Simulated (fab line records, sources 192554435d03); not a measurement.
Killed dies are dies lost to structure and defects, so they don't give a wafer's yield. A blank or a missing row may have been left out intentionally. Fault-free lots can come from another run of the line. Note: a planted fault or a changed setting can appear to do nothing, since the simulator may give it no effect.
The same fault as seen by 2 desks + flow n5-finfet + only its own numbers are on each desk; what lay behind them is given at the end

## FOR THE TOOL OWNER'S DESK: ald-metal-04
The tool's own readings at N5_HKMG_FIN_NWFM_ALD_20 (deposits TiAlC, target thk 2 nm, pulse time 3 s, purge time 2 s): means of the sampled wafers that have a number, for each lot that ran on this tool. Marked OUT: a lot whose mean sits more than 4 standard deviations from the usual mean, which makes it out of limits; the brackets give that distance.
Columns: A = heater-power-w at N5_HKMG_FIN_NWFM_ALD_20, usual 499 W; B = precursor-pulse-height-rel at N5_HKMG_FIN_NWFM_ALD_20, usual 1.000
| lot  | first seen here | A   | B     |
|------|-----------------|-----|-------|
| L137 | day 4 23:29     | 496 | 1.002 |
| L141 | day 6 03:04     | 466 | 0.998 |
| L149 | day 7 22:37     | 532 | 0.992 |
| L150 | day 8 05:19     | 514 | 1.011 |
| L151 | day 8 10:28     | 493 | 0.985 |
This desk's verdict: no lot among the 5 shows anything out of limits.

## THE METROLOGY DESK
What the gauges read for every lot (on any tool): the sampled wafers with a number, averaged. Marked OUT: a lot whose mean sits more than 4 standard deviations from the usual mean, which makes it out of limits; the brackets give that distance.
Columns: A = NWFM_OVL at N5_HKMG_FIN_OVL_MEAS_13, usual 0.4 nm
| lot  | first seen here | A    |
|------|-----------------|------|
| L135 | day 4 08:46     | -0.2 |
| L136 | day 4 16:26     | 1.0  |
| L137 | day 4 21:10     | 0.2  |
| L138 | day 5 03:05     | 0.8  |
| L139 | day 5 09:01     | 0.3  |
| L140 | day 5 14:15     | 0.1  |
| L141 | day 6 01:03     | 1.3  |
| L142 | day 6 07:02     | 1.1  |
| L143 | day 6 10:14     | -0.1 |
| L149 | day 7 20:36     | 1.2  |
| L150 | day 8 03:17     | 0.1  |
| L151 | day 8 08:10     | 1.0  |
| L155 | day 9 13:57     | 1.1  |
| L156 | day 9 14:38     | -0.1 |
This desk's verdict: no lot among the 14 shows anything out of limits.

## ALL TOGETHER
The desk of the tool owner found nothing out of limits.
Metrology desk: nothing out of limits seen.

## WHAT HAD BEEN PUT IN BY THE SIMULATOR
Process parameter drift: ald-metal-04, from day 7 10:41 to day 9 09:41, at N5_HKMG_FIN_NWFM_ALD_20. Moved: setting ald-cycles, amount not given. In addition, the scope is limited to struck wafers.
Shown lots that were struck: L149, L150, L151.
